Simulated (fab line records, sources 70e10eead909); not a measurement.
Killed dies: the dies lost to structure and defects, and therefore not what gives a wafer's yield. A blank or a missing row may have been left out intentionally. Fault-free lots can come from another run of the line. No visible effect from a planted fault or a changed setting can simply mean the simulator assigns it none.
Which of the tools did it?    flow nandHarc    39 wafers from 13 lots sampled at 5 of the route's 1302 steps

WHAT THE GAUGES READ, wafer by wafer
NHARC_A_CONTACT_CD_MEAS_69: target cd 300 nm. Usual: cdNm at 299.9 nm, with a standard deviation of 0.42.
lot   measured      on        cdNm (nm)          flag
L164  day 22 09:28  cdSem-01  299.6 300.1 300.1  
L165  day 23 02:48  cdSem-01  299.4 300.1 299.7  
L167  day 23 05:59  cdSem-01  300.2 299.3 299.2  
L166  day 23 22:04  cdSem-02  299.4 299.8 299.4  
L171  day 24 19:49  cdSem-03  299.7 299.0 300.2  
L173  day 26 03:51  cdSem-01  300.1 300.2 300.5  
L174  day 26 04:21  cdSem-03  300.1 299.8 299.9  
L179  day 27 15:47  cdSem-03  300.2 300.2 300.5  
L182  day 29 11:03  cdSem-02  299.8 299.8 300.2  
L180  day 29 19:07  cdSem-02  300.1 299.4 300.3  
L185  day 30 14:15  cdSem-01  300.4 300.4 300.9  
L183  day 30 14:30  cdSem-02  299.4 299.8 299.1  
L184  day 30 17:56  cdSem-03  299.5 299.5 300.0  

NHARC_A_CONTACT_INSPECT_71. Usual: rawDefectCount at 88, with a standard deviation of 36.
lot   measured      on                rawDefectCount  flag
L164  day 22 09:36  defectInspect-01  107 112 76      
L165  day 23 02:55  defectInspect-02  24 23 21        
L167  day 23 06:07  defectInspect-02  123 110 91      
L166  day 23 22:11  defectInspect-01  57 59 51        
L171  day 24 19:56  defectInspect-02  139 106 132     
L173  day 26 03:58  defectInspect-01  57 66 57        
L174  day 26 04:29  defectInspect-02  128 156 139     
L179  day 27 15:55  defectInspect-01  151 159 155     
L182  day 29 11:10  defectInspect-02  118 110 114     
L180  day 29 19:14  defectInspect-02  34 27 22        
L185  day 30 14:22  defectInspect-02  39 38 45        
L183  day 30 14:37  defectInspect-02  133 133 115     
L184  day 30 18:04  defectInspect-01  121 109 141     

NHARC_END_SORT_01. Usual: killedAtArray 54, standard deviation 16; killedAtOther 0.6, standard deviation 0.86; killedAtPeriphery 3.8, standard deviation 2.6; killedDies 58, standard deviation 16; killedOpen 3.3, standard deviation 1.8; killedShort 2.7, standard deviation 1.7.
lot   measured      on         killedAtArray  killedAtOther  killedAtPeriphery  killedDies  killedOpen  killedShort  flag
L164  day 24 19:59  prober-02  82 60 52       0 1 1          4 1 4              86 62 57    4 2 4       2 1 4        
L165  day 25 15:18  prober-02  30 24 30       0 0 3          3 6 3              33 30 36    5 6 3       2 3 4        
L166  day 26 12:31  prober-02  49 51 45       0 2 1          4 4 6              53 57 52    3 5 2       3 4 3        
L171  day 27 03:35  prober-01  71 63 62       0 0 0          0 0 0              71 63 62    4 1 2       1 1 2        
L174  day 28 14:43  prober-01  74 82 85       0 0 1          5 9 6              79 91 92    2 1 2       0 4 1        
L179  day 30 12:34  prober-01  78 77 64       0 0 0          8 3 5              86 80 69    3 1 2       0 2 0        
L183  day 33 06:49  prober-02  53 54 62       2 0 1          5 3 3              60 57 66    2 4 5       1 1 3        
L184  day 33 12:59  prober-01  52 47 58       1 1 2          2 4 4              55 52 64    4 2 2       2 1 2        

EACH LOT AND THE TOOL THAT RAN IT (in order: tool; ch and the chambers of the sampled wafers; start)
lot   NHARC_A_CONTACT_SOFTBAKE_64       NHARC_A_CONTACT_ETCH_75
L164  lithoTrack-06 ch 0, day 22 09:00  rieDiel-13 ch 2,3, day 22 09:44
L165  lithoTrack-01 ch 0, day 23 02:00  rieDiel-13 ch 1,2, day 23 03:04
L167  lithoTrack-04 ch 0, day 23 05:00  rieDiel-13 ch 0,1,2, day 23 06:15
L166  lithoTrack-04 ch 0, day 23 21:00  rieDiel-13 ch 0,1,2, day 23 22:21
L171  lithoTrack-01 ch 0, day 24 19:00  rieDiel-13 ch 0,2,3, day 24 20:05
L173  lithoTrack-01 ch 0, day 26 03:00  rieDiel-06 ch 0,1,2, day 26 04:10
L174  lithoTrack-01 ch 0, day 26 03:00  rieDiel-13 ch 0,1,3, day 26 04:38
L179  lithoTrack-06 ch 0, day 27 15:00  rieDiel-13 ch 1,2, day 27 16:04
L182  lithoTrack-04 ch 0, day 29 10:00  rieDiel-13 ch 0,1,2, day 29 11:19
L180  lithoTrack-01 ch 0, day 29 18:00  rieDiel-09 ch 0,1,3, day 29 19:25
L185  lithoTrack-01 ch 0, day 30 13:00  rieDiel-06 ch 1,2,3, day 30 14:33
L183  lithoTrack-04 ch 0, day 30 14:00  rieDiel-09 ch 0,1,3, day 30 14:47
L184  lithoTrack-01 ch 0, day 30 17:00  rieDiel-13 ch 0,1,3, day 30 18:18
- NHARC_A_CONTACT_SOFTBAKE_64: time 55 s.
- NHARC_A_CONTACT_ETCH_75: etches the open film in CF4, target depth 39 nm, time 65 s.

AS READ BY THE TOOLS THEMSELVES (means over the sampled wafers that have a number; for cases with no such wafer, the mark the record gives instead)
NHARC_A_CONTACT_SOFTBAKE_64. Usual: exhaustPa 44.9 Pa, standard deviation 0.96; heaterPowerTotalW 188.45 W, standard deviation 0.14.
lot   tool           exhaustPa (Pa)  heaterPowerTotalW (W)  flag
L164  lithoTrack-06  44.5            188.51                 
L165  lithoTrack-01  45.1            188.38                 
L167  lithoTrack-04  44.8            188.55                 
L166  lithoTrack-04  46.1            188.39                 
L171  lithoTrack-01  43.8            233.43                 OFF
L173  lithoTrack-01  44.6            278.20                 OFF
L174  lithoTrack-01  45.2            233.20                 OFF
L179  lithoTrack-06  44.7            188.51                 
L182  lithoTrack-04  44.7            188.52                 
L180  lithoTrack-01  44.3            188.36                 
L185  lithoTrack-01  46.1            188.50                 
L183  lithoTrack-04  45.2            188.53                 
L184  lithoTrack-01  44.7            188.45                 

NHARC_A_CONTACT_ETCH_75. Usual: drypumpMotorCurrentA 5.68 A, standard deviation 0.24; oesProductAu 0.997 a.u., standard deviation 0.0084; rfVppV 151.4 V, standard deviation 1.2; showerheadPlenumPTorr 1.77 Torr, standard deviation 0.062; throttleValvePct 13.284 %, standard deviation 0.009.
lot   tool        drypumpMotorCurrentA (A)  oesProductAu (a.u.)  rfVppV (V)  showerheadPlenumPTorr (Torr)  throttleValvePct (%)  flag
L164  rieDiel-13  5.85                      0.990                151.8       1.82                          13.282                
L165  rieDiel-13  5.84                      0.992                150.8       1.72                          13.284                
L167  rieDiel-13  5.67                      0.989                150.3       1.73                          13.277                
L166  rieDiel-13  5.65                      0.994                152.2       1.73                          13.276                
L171  rieDiel-13  5.78                      0.994                151.4       1.77                          13.279                
L173  rieDiel-06  5.76                      1.005                152.0       1.75                          13.291                
L174  rieDiel-13  5.60                      0.984                151.9       1.79                          13.291                
L179  rieDiel-13  5.70                      0.994                151.1       1.73                          13.277                
L182  rieDiel-13  5.66                      0.998                150.8       1.73                          13.290                
L180  rieDiel-09  5.55                      0.997                152.1       1.80                          13.276                
L185  rieDiel-06  5.60                      0.999                151.8       1.84                          13.282                
L183  rieDiel-09  5.53                      1.012                151.4       1.80                          13.280                
L184  rieDiel-13  5.60                      1.009                152.3       1.78                          13.281                

THE ANSWER, worked out from the rows above alone
Rule: a lot is off if the mean of its wafers that have a number lies more than 3 standard deviations from the usual mean. Also off: a lot with no number at a reading for which 4 or more lots have one. Where the step has rows for the other lots, those lots are counted as sound. After the gauges, taken in route order, come the tools' own readings; for these a lot's mean is taken, as printed above. At the first step where some lot is off, the reading lying furthest off is the one used; lots without a number count as furthest.
Off at NHARC_A_CONTACT_SOFTBAKE_64 (heaterPowerTotalW): L171, L173, L174.
If a tool, at that step or one of the process steps before it, ran each lot that is off and ran no sound lot following the first of them, it fits. Not one of the candidates tried fits.

WHAT WAS PUT IN BY THE SIMULATOR
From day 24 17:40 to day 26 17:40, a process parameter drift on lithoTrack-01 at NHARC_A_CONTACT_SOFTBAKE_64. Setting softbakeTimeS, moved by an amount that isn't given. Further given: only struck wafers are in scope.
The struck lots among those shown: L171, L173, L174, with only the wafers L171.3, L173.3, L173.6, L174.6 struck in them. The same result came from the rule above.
